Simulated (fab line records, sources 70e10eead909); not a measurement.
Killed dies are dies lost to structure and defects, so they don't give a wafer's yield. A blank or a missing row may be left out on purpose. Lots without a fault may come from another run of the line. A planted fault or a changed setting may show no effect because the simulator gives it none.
Which tool did it? | flow nand_harc | 6 lots, 18 wafers sampled, at 5 steps of a route of 1159

WHAT THE GAUGES READ, wafer by wafer
NHARC_END_SORT_01.
lot  | measured     | on        | sort_bin_3_pct (%)
L915 | day 20 05:38 | prober-01 | 0.15 0.15 0
L923 | day 22 08:07 | prober-01 | 0.44
L925 | day 22 21:16 | prober-01 | 0.59 0.15 0.15
L929 | day 24 11:04 | prober-02 | 0.30 5.47 0.15

WHICH TOOL RAN EACH LOT (tool, then ch and the chambers of the sampled wafers, then the start)
lot  | NHARC_A_BONDPAD_STRIP_15           | NHARC_THIN_TSV_PVD_51                   | NHARC_THIN_TSV_ANNEAL_52         | NHARC_THIN_TSV_STRIP_56
L915 | rie_diel-13 ch 1,2, day 19 02:36   | pvd_sputter-03, day 19 18:19 or earlier | rtp_anneal-02 ch 0, day 19 18:19 | plasma_asher-01 ch 0,1, day 19 20:46
L918 | rie_diel-13 ch 0,3, day 19 19:06   | pvd_sputter-02, day 20 13:50 or earlier | rtp_anneal-01 ch 0, day 20 13:50 | plasma_asher-02 ch 0,1, day 20 16:34
L923 | rie_diel-13 ch 2,3, day 20 21:03   | pvd_sputter-02, day 21 16:01 or earlier | rtp_anneal-02 ch 0, day 21 16:01 | plasma_asher-01 ch 0,1, day 21 18:29
L920 | rie_diel-13 ch 0,1,3, day 21 05:01 | pvd_sputter-03, day 22 00:41 or earlier | rtp_anneal-02 ch 0, day 22 00:41 | plasma_asher-01 ch 0,1, day 22 03:09
L925 | rie_diel-13 ch 0,1,2, day 21 10:05 | pvd_sputter-01, day 22 04:58 or earlier | rtp_anneal-01 ch 0, day 22 04:58 | plasma_asher-01 ch 0,1, day 22 07:36
L929 | rie_diel-13 ch 0,1,2, day 23 05:05 | pvd_sputter-03, day 24 00:10 or earlier | rtp_anneal-01 ch 0, day 24 00:10 | plasma_asher-02 ch 0,1, day 24 02:44
- NHARC_A_BONDPAD_STRIP_15: strips in O2.
- NHARC_THIN_TSV_PVD_51: deposits Cu, target thk 100 nm.
- NHARC_THIN_TSV_ANNEAL_52: time 90 s.
- NHARC_THIN_TSV_STRIP_56: strips in O2.

THE ANSWER, worked out from the rows above alone
Rule: what is usual is taken from the lots themselves. Put in order of their means at a reading, lots are off if they are a third of the lots or fewer, leave a main group of 4 or more, and stand apart from it by a gap of 3 or more times the standard deviation of the main group's means; of several such gaps the widest counts. A main group whose means are all the same, to the digits that the tables above print for the reading, isn't used. A lot without any number at a reading at which 4 lots or more have one is off too. The other lots that the step has rows for count as sound.
No lot is off at any reading shown: from this, nothing can be told.

WHAT THE SIMULATOR HAD PUT IN
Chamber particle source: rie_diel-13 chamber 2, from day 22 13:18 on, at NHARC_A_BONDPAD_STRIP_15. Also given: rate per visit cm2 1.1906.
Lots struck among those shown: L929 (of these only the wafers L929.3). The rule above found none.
